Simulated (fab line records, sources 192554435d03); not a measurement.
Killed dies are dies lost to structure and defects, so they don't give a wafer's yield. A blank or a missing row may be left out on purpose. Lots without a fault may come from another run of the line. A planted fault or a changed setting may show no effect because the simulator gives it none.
One fault seen from 3 desks | flow n5_finfet | each desk has only its own numbers; what lay behind them comes last

THE METROLOGY DESK
What the gauges read, lot by lot, whatever tool the lot ran on: means of the sampled wafers that have a number. A lot is out of limits, marked OUT, if its mean lies more than 4 standard deviations from the usual mean; the brackets give that distance.
Columns: A = cd_nm at N5_BEOL_M9_CD_MEAS_35, usual 69.7 nm
lot  | first seen here | A
L431 | day 9 21:08     | 70.4
L432 | day 10 05:59    | 69.4
L435 | day 10 17:29    | 70.5
L434 | day 10 20:56    | 69.7
L437 | day 11 04:16    | 69.0
L438 | day 11 04:27    | 69.7
L439 | day 11 06:27    | 69.9
L440 | day 12 02:41    | 68.7
L442 | day 12 19:31    | 69.9
L448 | day 13 21:50    | 70.4
L450 | day 14 17:32    | 68.6
This desk's finding: nothing out of limits on any of the 11 lots.

THE DEFECT DESK
What the inspections along the route counted, lot by lot: means of the sampled wafers that have a number. A lot is out of limits, marked OUT, if its mean lies more than 4 standard deviations from the usual mean; the brackets give that distance.
Columns: A = raw_defect_count at N5_BEOL_M8_INSPECT_58, usual 79
lot  | first seen here | A
L431 | day 9 16:11     | 95
L432 | day 10 02:08    | 53
L435 | day 10 12:57    | 80
L434 | day 10 15:51    | 84
L438 | day 10 22:56    | 84
L437 | day 10 23:19    | 70
L439 | day 11 02:25    | 71
L440 | day 11 21:34    | 79
L442 | day 12 14:00    | 41
L448 | day 13 15:13    | 87
L450 | day 14 13:32    | 86
This desk's finding: nothing out of limits on any of the 11 lots.

THE TOOL OWNER'S DESK: rie_diel-01
The tool's own readings at N5_BEOL_M9_ETCH_76 (etches underlayer in N2/H2, target depth 6.5 nm, time 5.2 s): means of the sampled wafers that have a number, for each lot that ran on this tool. A lot is out of limits, marked OUT, if its mean lies more than 4 standard deviations from the usual mean; the brackets give that distance.
Columns: A = bias_w at N5_BEOL_M9_ETCH_76, usual 150.0 W; B = drypump_motor_current_A at N5_BEOL_M9_ETCH_76, usual 5.9 A; C = etch_rf_on_time_s at N5_BEOL_M9_ETCH_76, usual 5.22 s; D = oes_product_au at N5_BEOL_M9_ETCH_76, usual 0.65 a.u.; E = rf_vpp_V at N5_BEOL_M9_ETCH_76, usual 525.0 V; F = showerhead_plenum_p_Torr at N5_BEOL_M9_ETCH_76, usual 2.58 Torr; G = throttle_valve_pct at N5_BEOL_M9_ETCH_76, usual 17.80 %
lot  | first seen here | A     | B   | C              | D    | E     | F    | G
L432 | day 10 05:24    | 149.9 | 5.8 | 5.15           | 0.69 | 526.6 | 2.63 | 17.67
L435 | day 10 16:55    | 149.9 | 6.0 | 5.24           | 0.68 | 526.6 | 2.62 | 17.70
L434 | day 10 20:22    | 149.9 | 5.9 | 5.20           | 0.65 | 526.3 | 2.57 | 17.76
L439 | day 11 05:53    | 150.0 | 6.0 | 5.08           | 0.71 | 525.0 | 2.56 | 17.82
L440 | day 12 02:07    | 149.6 | 6.0 | 5.07           | 0.69 | 525.2 | 2.58 | 17.77
L442 | day 12 18:56    | 150.2 | 5.8 | 5.18           | 0.68 | 526.8 | 2.62 | 17.71
L448 | day 13 21:16    | 149.9 | 6.0 | 7.09 (+14) OUT | 0.59 | 524.0 | 2.58 | 17.77
L450 | day 14 16:46    | 150.1 | 5.8 | 6.93 (+13) OUT | 0.62 | 525.7 | 2.56 | 17.81
This desk's finding: out of limits on L448, L450; first on L448, day 13 21:16 (etch_rf_on_time_s at N5_BEOL_M9_ETCH_76). In limits: L432, L435, L434, L439, L440, L442.

PUT TOGETHER
The tool owner's desk could have raised an alarm at day 13 21:16, on L448, L450.
The metrology desk saw nothing out of limits.
The defect desk saw nothing out of limits.
The metrology desk has L448, L450 on record, within its limits.
The defect desk has L448, L450 on record, within its limits.
Of the lots named, all ran N5_BEOL_M9_ETCH_76 on rie_diel-01.

WHAT THE SIMULATOR HAD PUT IN
Process parameter drift: rie_diel-01, from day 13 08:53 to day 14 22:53, at N5_BEOL_M9_ETCH_76. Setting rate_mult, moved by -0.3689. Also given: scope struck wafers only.
Lots struck among those shown: L448, L450.
Hours from the fault's start to each desk's first reading out of limits: the tool owner's desk, 12.
